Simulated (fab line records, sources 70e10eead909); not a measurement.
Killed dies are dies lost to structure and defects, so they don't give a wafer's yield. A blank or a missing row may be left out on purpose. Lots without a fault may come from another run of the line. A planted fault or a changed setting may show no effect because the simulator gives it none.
Tool commonality check | flow nand_harc | 13 lots, 48 wafers sampled

WHY IT WAS OPENED
At NHARC_A_SGD_CUT_CD_MEAS_09 the reading cd_nm is flagged on 3 of 13 lots. Wafers without a fault read 99.8 nm, standard deviation 0.53.
Rule: a lot is flagged when every wafer of it that has a number lies more than 4 standard deviations from that mean, or none has a number. The other lots count as sound.

lot  | measured     | on        | cd_nm (nm), wafer by wafer          | flag
L999 | day 19 15:05 | cd_sem-02 | 98.8 99.7 99.9                      |
L101 | day 20 09:52 | cd_sem-03 | 100.3 99.4 100.0                    |
L103 | day 20 10:20 | cd_sem-03 | 101.1 100.2 101.2                   |
L104 | day 21 22:14 | cd_sem-03 | 100.0 99.9 98.8                     |
L107 | day 23 01:55 | cd_sem-01 | 99.4 100.1 100.0                    |
L109 | day 23 10:23 | cd_sem-01 | 99.0 99.0 99.0                      |
L111 | day 24 02:17 | cd_sem-03 | 99.6 99.7 99.6                      |
L115 | day 25 13:11 | cd_sem-02 | 100.2 99.7 99.9                     |
L116 | day 25 13:22 | cd_sem-01 | 129.1 128.7 128.9 129.3 128.6 129.3 | FLAGGED
L118 | day 26 23:05 | cd_sem-02 | 124.1 123.8 124.0 124.0 123.9 124.3 | FLAGGED
L119 | day 27 13:27 | cd_sem-03 | 122.6 121.6 122.7 122.6 122.0 122.5 | FLAGGED
L121 | day 27 23:26 | cd_sem-02 | 99.6 99.5 99.5                      |
L122 | day 28 19:22 | cd_sem-03 | 99.2 99.3 99.2                      |
The numbers of the flagged lots are 125.1 nm on average: +25.3 nm against the usual, or +48 standard deviations.

WHICH TOOL RAN EACH LOT
The record holds 3 process steps before the reading, out of a route of 1302 steps. In each cell: the tool, then ch and the chambers that the sampled wafers went through, then the start.
lot  | flag    | NHARC_A_STAIRCASE_DEP_471       | NHARC_A_STAIRCASE_CMP_472     | NHARC_A_SGD_CUT_EXPOSE_06
L999 |         | pecvd-02 ch 0,1,2, day 19 13:37 | cmp-04 ch 0,1,3, day 19 13:55 | arfi_scanner-02 ch 0, day 19 14:56
L101 |         | pecvd-02 ch 0,1,2, day 20 08:29 | cmp-04 ch 0,3, day 20 08:44   | arfi_scanner-03 ch 0, day 20 09:43
L103 |         | pecvd-02 ch 0,1,2, day 20 08:55 | cmp-04 ch 0,1,3, day 20 09:10 | arfi_scanner-01 ch 0, day 20 10:13
L104 |         | pecvd-03 ch 0,1,2, day 21 20:59 | cmp-04 ch 0,3, day 21 21:13   | arfi_scanner-02 ch 0, day 21 22:05
L107 |         | pecvd-03 ch 0,1, day 23 00:25   | cmp-03 ch 0,1, day 23 00:47   | arfi_scanner-02 ch 0, day 23 01:47
L109 |         | pecvd-04 ch 0,1,2, day 23 09:04 | cmp-02 ch 0,2,3, day 23 09:18 | arfi_scanner-01 ch 0, day 23 10:16
L111 |         | pecvd-02 ch 1,2, day 24 00:54   | cmp-02 ch 1,2, day 24 01:09   | arfi_scanner-03 ch 0, day 24 02:08
L115 |         | pecvd-03 ch 0,1,2, day 25 11:43 | cmp-02 ch 0,1,3, day 25 12:01 | arfi_scanner-03 ch 0, day 25 13:02
L116 | FLAGGED | pecvd-02 ch 0,2, day 25 11:59   | cmp-03 ch 1,3, day 25 12:14   | arfi_scanner-02 ch 0, day 25 13:13
L118 | FLAGGED | pecvd-02 ch 0,1, day 26 21:41   | cmp-02 ch 0,1,2, day 26 21:58 | arfi_scanner-02 ch 0, day 26 22:56
L119 | FLAGGED | pecvd-03 ch 0,1,2, day 27 12:04 | cmp-04 ch 0,2,3, day 27 12:22 | arfi_scanner-02 ch 0, day 27 13:19
L121 |         | pecvd-04 ch 1,2, day 27 22:05   | cmp-04 ch 0,2, day 27 22:19   | arfi_scanner-01 ch 0, day 27 23:18
L122 |         | pecvd-03 ch 0,1,2, day 28 18:06 | cmp-04 ch 0,1,3, day 28 18:22 | arfi_scanner-01 ch 0, day 28 19:14
What these steps do:
- NHARC_A_STAIRCASE_DEP_471: deposits SiO2, target thk 100 nm.
- NHARC_A_STAIRCASE_CMP_472: polishes SiO2.
- NHARC_A_SGD_CUT_EXPOSE_06: exposes mask SGD.
- NHARC_A_SGD_CUT_CD_MEAS_09: target cd 100 nm.

FLAGGED OVER TOTAL, TOOL BY TOOL (the gauges that took the reading come last)
step                       | tool            | lots run | flagged | share of the flagged lots | sound lots run after its first flagged lot
NHARC_A_STAIRCASE_DEP_471  | pecvd-02        | 6        | 2       | some                      | 0
NHARC_A_STAIRCASE_DEP_471  | pecvd-03        | 5        | 1       | some                      | 1 (L122)
NHARC_A_STAIRCASE_DEP_471  | pecvd-04        | 2        | 0       | none                      | -
NHARC_A_STAIRCASE_CMP_472  | cmp-02          | 4        | 1       | some                      | 0
NHARC_A_STAIRCASE_CMP_472  | cmp-03          | 2        | 1       | some                      | 0
NHARC_A_STAIRCASE_CMP_472  | cmp-04          | 7        | 1       | some                      | 2 (L121,L122)
NHARC_A_SGD_CUT_EXPOSE_06  | arfi_scanner-01 | 4        | 0       | none                      | -
NHARC_A_SGD_CUT_EXPOSE_06  | arfi_scanner-02 | 6        | 3       | all                       | 0
NHARC_A_SGD_CUT_EXPOSE_06  | arfi_scanner-03 | 3        | 0       | none                      | -
NHARC_A_SGD_CUT_CD_MEAS_09 | cd_sem-01       | 3        | 1       | some                      | 0
NHARC_A_SGD_CUT_CD_MEAS_09 | cd_sem-02       | 4        | 1       | some                      | 1 (L121)
NHARC_A_SGD_CUT_CD_MEAS_09 | cd_sem-03       | 6        | 1       | some                      | 1 (L122)

WHAT THE TABLE ALLOWS
1 row of the table ran every flagged lot: arfi_scanner-02 at NHARC_A_SGD_CUT_EXPOSE_06.
- arfi_scanner-02 at NHARC_A_SGD_CUT_EXPOSE_06: 3 of its 6 lots flagged. Its last sound lot is L107 (day 23 01:47), its first flagged lot L116 (day 25 13:13): a fault that began between those two fits. Its own readings lie more than 4 standard deviations out on every wafer of the flagged lots: exposure_dose_mJ_cm2.
One tool is left: arfi_scanner-02 at NHARC_A_SGD_CUT_EXPOSE_06.

WHAT THE SIMULATOR HAD PUT IN
Process parameter drift: arfi_scanner-02, from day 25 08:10 on, at NHARC_A_SGD_CUT_EXPOSE_06. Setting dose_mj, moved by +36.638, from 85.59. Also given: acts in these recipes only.
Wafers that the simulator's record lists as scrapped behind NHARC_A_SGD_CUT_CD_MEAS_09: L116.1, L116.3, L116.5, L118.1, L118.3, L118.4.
Lots struck among those shown: L116, L118, L119. The rule above found the same.
